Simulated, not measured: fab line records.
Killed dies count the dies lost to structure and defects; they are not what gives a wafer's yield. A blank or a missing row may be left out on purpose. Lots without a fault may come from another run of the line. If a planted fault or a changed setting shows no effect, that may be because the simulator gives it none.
Which tool was responsible?    flow nandHarc    24 lots, 72 wafers sampled, at 6 steps of a route of 1302

== WHAT THE GAUGES READ, wafer by wafer ==
Not one reading of a measure or inspect step in the record can be checked against a usual standard deviation.

== WHICH TOOL RAN EACH LOT (tool, then ch and the chambers of the sampled wafers, then the start) ==
lot   NHARC_A_CONTACT_ETCH_50                       NHARC_A_CONTACT_ETCH_111            NHARC_A_CONTACT_ETCH_115            NHARC_A_CONTACT_DESCUM_74          NHARC_A_CONTACT_ETCH_126            NHARC_A_CONTACT_ETCH_130
L074  rieDiel-12 ch 0,3, day 21 05:43 or earlier    harCapEtch-02 ch 0,1, day 21 05:43  harCapEtch-02 ch 0,1, day 21 06:26  rieDiel-12 ch 0,2,3, day 21 16:43  harCapEtch-03 ch 0,1, day 21 18:38  harCapEtch-03 ch 0,1, day 21 19:21
L075  rieDiel-12 ch 1,2, day 22 01:09 or earlier    harCapEtch-03 ch 0,1, day 22 01:09  harCapEtch-03 ch 0,1, day 22 01:52  rieDiel-01 ch 0,1,3, day 22 09:57  harCapEtch-01 ch 0,1, day 22 11:58  harCapEtch-01 ch 0,1, day 22 12:40
L076  rieDiel-12 ch 0,1,3, day 22 10:20 or earlier  harCapEtch-02 ch 0, day 22 10:20    harCapEtch-02 ch 0, day 22 11:04    rieDiel-07 ch 1,2,3, day 22 18:44  harCapEtch-02 ch 0,1, day 22 20:40  harCapEtch-02 ch 0,1, day 22 21:23
L077  rieDiel-07 ch 0,1,2, day 23 00:04 or earlier  harCapEtch-01 ch 0,1, day 23 00:04  harCapEtch-01 ch 0,1, day 23 00:47  rieDiel-12 ch 2,3, day 23 09:08    harCapEtch-01 ch 0,1, day 23 11:05  harCapEtch-01 ch 0,1, day 23 11:48
L078  rieDiel-01 ch 0,1, day 23 00:53 or earlier    harCapEtch-03 ch 0,1, day 23 00:53  harCapEtch-03 ch 0,1, day 23 01:36  rieDiel-07 ch 0,2,3, day 23 09:45  harCapEtch-03 ch 0,1, day 23 12:05  harCapEtch-03 ch 0,1, day 23 12:48
L080  rieDiel-12 ch 0,3, day 23 15:28 or earlier    harCapEtch-02 ch 0,1, day 23 15:28  harCapEtch-02 ch 0,1, day 23 16:16  rieDiel-12 ch 0,2, day 23 23:50    harCapEtch-02 ch 0,1, day 24 02:16  harCapEtch-02 ch 0,1, day 24 02:58
L079  rieDiel-07 ch 0,1,3, day 24 02:55 or earlier  harCapEtch-01 ch 0,1, day 24 02:55  harCapEtch-01 ch 0,1, day 24 03:38  rieDiel-12 ch 2,3, day 24 11:20    harCapEtch-02 ch 1, day 24 13:15    harCapEtch-02 ch 1, day 24 13:57
L081  rieDiel-12 ch 2,3, day 25 03:23 or earlier    harCapEtch-03 ch 0,1, day 25 03:23  harCapEtch-03 ch 0,1, day 25 04:06  rieDiel-12 ch 1,2, day 25 11:41    harCapEtch-01 ch 0,1, day 25 13:36  harCapEtch-01 ch 0,1, day 25 14:19
L082  rieDiel-01 ch 1,2, day 25 04:17 or earlier    harCapEtch-02 ch 0,1, day 25 04:17  harCapEtch-02 ch 0,1, day 25 04:59  rieDiel-12 ch 1,3, day 25 15:28    harCapEtch-02 ch 0,1, day 25 17:34  harCapEtch-02 ch 0,1, day 25 18:26
L083  rieDiel-07 ch 1,3, day 25 14:11 or earlier    harCapEtch-03 ch 0,1, day 25 14:11  harCapEtch-03 ch 0,1, day 25 14:54  rieDiel-01 ch 0,2,3, day 25 22:29  harCapEtch-03 ch 0,1, day 26 00:47  harCapEtch-03 ch 0,1, day 26 01:43
L084  rieDiel-12 ch 1,2, day 26 00:51 or earlier    harCapEtch-02 ch 0,1, day 26 00:51  harCapEtch-02 ch 0,1, day 26 01:34  rieDiel-01 ch 0,1, day 26 09:38    harCapEtch-03 ch 0,1, day 26 11:53  harCapEtch-03 ch 0,1, day 26 12:36
L085  rieDiel-01 ch 0,3, day 26 04:44 or earlier    harCapEtch-03 ch 0,1, day 26 04:44  harCapEtch-03 ch 0,1, day 26 05:42  rieDiel-12 ch 0,2,3, day 26 13:57  harCapEtch-01 ch 0,1, day 26 15:54  harCapEtch-01 ch 0,1, day 26 16:37
L086  rieDiel-07 ch 1,2,3, day 26 10:17 or earlier  harCapEtch-02 ch 0,1, day 26 10:17  harCapEtch-02 ch 0,1, day 26 10:59  rieDiel-01 ch 0,2, day 26 20:44    harCapEtch-03 ch 0,1, day 26 22:43  harCapEtch-03 ch 0,1, day 26 23:25
L088  rieDiel-07 ch 0,1,2, day 27 03:05 or earlier  harCapEtch-02 ch 0, day 27 03:05    harCapEtch-02 ch 0, day 27 03:48    rieDiel-07 ch 0,2,3, day 27 11:39  harCapEtch-01 ch 0,1, day 27 14:13  harCapEtch-01 ch 0,1, day 27 15:09
L087  rieDiel-01 ch 1,3, day 27 07:49 or earlier    harCapEtch-03 ch 0,1, day 27 07:49  harCapEtch-03 ch 0,1, day 27 08:32  rieDiel-12 ch 0,1, day 27 16:28    harCapEtch-03 ch 0,1, day 27 18:28  harCapEtch-03 ch 0,1, day 27 19:10
L089  rieDiel-01 ch 1,2, day 27 08:59 or earlier    harCapEtch-02 ch 0,1, day 27 08:59  harCapEtch-02 ch 0,1, day 27 09:43  rieDiel-12 ch 1,2, day 27 19:07    harCapEtch-03 ch 0,1, day 27 21:02  harCapEtch-03 ch 0,1, day 27 21:44
L091  rieDiel-01 ch 0,1,3, day 27 18:17 or earlier  harCapEtch-02 ch 0,1, day 27 18:17  harCapEtch-02 ch 0,1, day 27 19:01  rieDiel-12 ch 0,2,3, day 28 02:45  harCapEtch-03 ch 0,1, day 28 04:43  harCapEtch-03 ch 0,1, day 28 05:26
L090  rieDiel-07 ch 1,2,3, day 27 18:57 or earlier  harCapEtch-01 ch 0,1, day 27 18:57  harCapEtch-01 ch 0,1, day 27 19:40  rieDiel-01 ch 0,2, day 28 03:33    harCapEtch-02 ch 0, day 28 05:47    harCapEtch-02 ch 0, day 28 06:30
L092  rieDiel-12 ch 2,3, day 29 05:47 or earlier    harCapEtch-01 ch 0,1, day 29 05:47  harCapEtch-01 ch 0,1, day 29 06:31  rieDiel-07 ch 0,1, day 29 16:49    harCapEtch-01 ch 0,1, day 29 18:46  harCapEtch-01 ch 0,1, day 29 19:29
L093  rieDiel-07 ch 1,3, day 29 06:41 or earlier    harCapEtch-03 ch 0,1, day 29 06:41  harCapEtch-03 ch 0,1, day 29 07:38  rieDiel-12 ch 0,1,3, day 29 17:31  harCapEtch-03 ch 0,1, day 29 19:26  harCapEtch-03 ch 0,1, day 29 20:08
L094  rieDiel-12 ch 0,2, day 29 17:43 or earlier    harCapEtch-02 ch 1, day 29 17:43    harCapEtch-02 ch 1, day 29 18:40    rieDiel-12 ch 0,1,3, day 30 03:27  harCapEtch-01 ch 0, day 30 05:41    harCapEtch-01 ch 0, day 30 06:23
L095  rieDiel-12 ch 0,1, day 29 23:04 or earlier    harCapEtch-01 ch 0,1, day 29 23:04  harCapEtch-01 ch 0,1, day 29 23:47  rieDiel-12 ch 1,2,3, day 30 07:36  harCapEtch-02 ch 1, day 30 09:36    harCapEtch-02 ch 1, day 30 10:19
L096  rieDiel-12 ch 0,1,3, day 30 22:13 or earlier  harCapEtch-02 ch 0, day 30 22:13    harCapEtch-02 ch 0, day 30 22:56    rieDiel-12 ch 0,3, day 31 07:38    harCapEtch-02 ch 0,1, day 31 09:34  harCapEtch-02 ch 0,1, day 31 10:17
L097  rieDiel-12 ch 0,1,3, day 31 07:22 or earlier  harCapEtch-03 ch 0,1, day 31 07:22  harCapEtch-03 ch 0,1, day 31 08:05  rieDiel-12 ch 0,2, day 31 16:50    harCapEtch-03 ch 0,1, day 31 18:47  harCapEtch-03 ch 0,1, day 31 19:29
- NHARC_A_CONTACT_ETCH_50: etches the open film in CF4/CHF3, target depth 121 nm, time 60.5 s.
- NHARC_A_CONTACT_ETCH_111: etches the open film in C4F8/O2/Ar, time 140 s, target depth 700 nm.
- NHARC_A_CONTACT_ETCH_115: etches the open film in C4F8/O2/Ar, time 190 s, target depth 1850 nm.
- NHARC_A_CONTACT_DESCUM_74: chemistry O2, time 3 s.
- NHARC_A_CONTACT_ETCH_126: etches the open film in C4F8/O2/Ar, time 197 s, target depth 1918 nm.
- NHARC_A_CONTACT_ETCH_130: etches the open film in C4F8/O2/Ar, time 197 s, target depth 1918 nm.

== WHAT THE TOOLS THEMSELVES READ (means of the sampled wafers that have a number; where no wafer has one, the mark that the record gives instead) ==
NHARC_A_CONTACT_ETCH_50.
lot   tool        biasW (W)  drypumpMotorCurrentA (A)  oesProductAu (a.u.)  rfVppV (V)  showerheadPlenumPTorr (Torr)  throttleValvePct (%)
L074  rieDiel-12  200.2      5.6                       0.970                372.9       1.63                          16.805
L075  rieDiel-12  199.3      5.4                       0.929                368.8       1.54                          16.801
L076  rieDiel-12  199.9      5.8                       0.969                372.4       1.64                          16.801
L077  rieDiel-07  200.0      5.8                       0.969                370.5       1.58                          16.805
L078  rieDiel-01  200.1      5.7                       0.925                370.4       1.58                          16.796
L080  rieDiel-12  199.2      6.0                       0.953                372.7       1.64                          16.786
L079  rieDiel-07  199.7      5.7                       0.916                370.4       1.59                          16.797
L081  rieDiel-12  200.0      5.5                       0.932                369.4       1.53                          16.795
L082  rieDiel-01  199.3      5.8                       0.950                371.1       1.59                          16.796
L083  rieDiel-07  200.4      5.6                       0.930                368.6       1.52                          16.812
L084  rieDiel-12  199.6      5.3                       0.941                369.6       1.53                          16.802
L085  rieDiel-01  200.0      5.0                       0.955                368.4       1.54                          16.797
L086  rieDiel-07  200.1      5.7                       0.932                370.5       1.57                          16.805
L088  rieDiel-07  200.0      5.8                       0.923                370.7       1.57                          16.807
L087  rieDiel-01  200.1      5.6                       0.924                369.1       1.51                          16.810
L089  rieDiel-01  200.0      5.8                       0.941                371.1       1.59                          16.804
L091  rieDiel-01  199.7      5.3                       0.976                369.6       1.55                          16.802
L090  rieDiel-07  199.9      5.7                       0.932                370.0       1.57                          16.802
L092  rieDiel-12  199.3      5.5                       0.986                368.8       1.53                          16.804
L093  rieDiel-07  200.6      5.7                       0.964                374.0       1.66                          16.803
L094  rieDiel-12  200.6      5.2                       0.980                368.5       1.52                          16.808
L095  rieDiel-12  200.0      5.7                       0.941                372.9       1.64                          16.813
L096  rieDiel-12  200.2      5.8                       0.971                372.3       1.63                          16.804
L097  rieDiel-12  200.3      5.8                       0.975                373.2       1.64                          16.814

NHARC_A_CONTACT_DESCUM_74.
lot   tool        drypumpMotorCurrentA (A)  oesProductAu (a.u.)  rfVppV (V)  showerheadPlenumPTorr (Torr)  throttleValvePct (%)
L074  rieDiel-12  5.6                       1.004                58.6        1.93                          11.308
L075  rieDiel-01  5.3                       0.996                58.6        1.90                          11.308
L076  rieDiel-07  5.7                       0.995                57.4        1.91                          11.311
L077  rieDiel-12  5.9                       0.998                58.0        1.93                          11.312
L078  rieDiel-07  5.9                       0.995                58.4        2.00                          11.315
L080  rieDiel-12  5.2                       0.990                57.6        1.92                          11.308
L079  rieDiel-12  5.9                       1.001                57.3        1.93                          11.299
L081  rieDiel-12  5.6                       0.986                57.7        1.94                          11.307
L082  rieDiel-12  6.0                       0.999                58.4        2.01                          11.311
L083  rieDiel-01  5.1                       0.993                58.6        1.96                          11.305
L084  rieDiel-01  5.7                       1.004                58.1        1.91                          11.309
L085  rieDiel-12  5.6                       1.003                57.4        1.92                          11.313
L086  rieDiel-01  5.3                       0.993                58.6        2.05                          11.314
L088  rieDiel-07  5.9                       0.998                58.1        1.99                          11.310
L087  rieDiel-12  5.7                       0.991                59.1        2.00                          11.307
L089  rieDiel-12  5.4                       1.003                58.5        1.86                          11.321
L091  rieDiel-12  5.6                       1.006                58.0        1.92                          11.310
L090  rieDiel-01  5.3                       0.985                57.8        2.05                          11.311
L092  rieDiel-07  5.7                       0.999                58.3        2.04                          11.315
L093  rieDiel-12  5.9                       0.994                58.4        1.99                          11.307
L094  rieDiel-12  5.9                       1.003                58.0        1.99                          11.310
L095  rieDiel-12  5.8                       1.011                57.9        1.93                          11.316
L096  rieDiel-12  5.7                       1.004                58.1        1.98                          11.307
L097  rieDiel-12  5.2                       0.999                58.2        1.85                          11.317

== THE ANSWER, worked out from the rows above alone ==
Rule: usual is defined by the lots themselves. Put in order of their means at a reading, lots are off if they are a third of the lots or fewer, leave a main group of 4 or more, and stand apart from it by a gap of 3 or more times the standard deviation of the main group's means; of several such gaps the widest counts. A main group is skipped when, at the precision printed for the reading in the tables above, its means are all equal. Also off: a lot with no number at a reading for which 4 or more lots have one. Any other lot the step has rows for is counted as sound. First the gauges in route order, then the tools' own readings, where a lot's mean is used as printed above. The first step at which some lot is off is used, and at that step the reading that is off furthest; a lot without a number counts as furthest.
Nothing can be told from this: no lot is off at any reading shown.

== WHAT THE SIMULATOR HAD INSERTED ==
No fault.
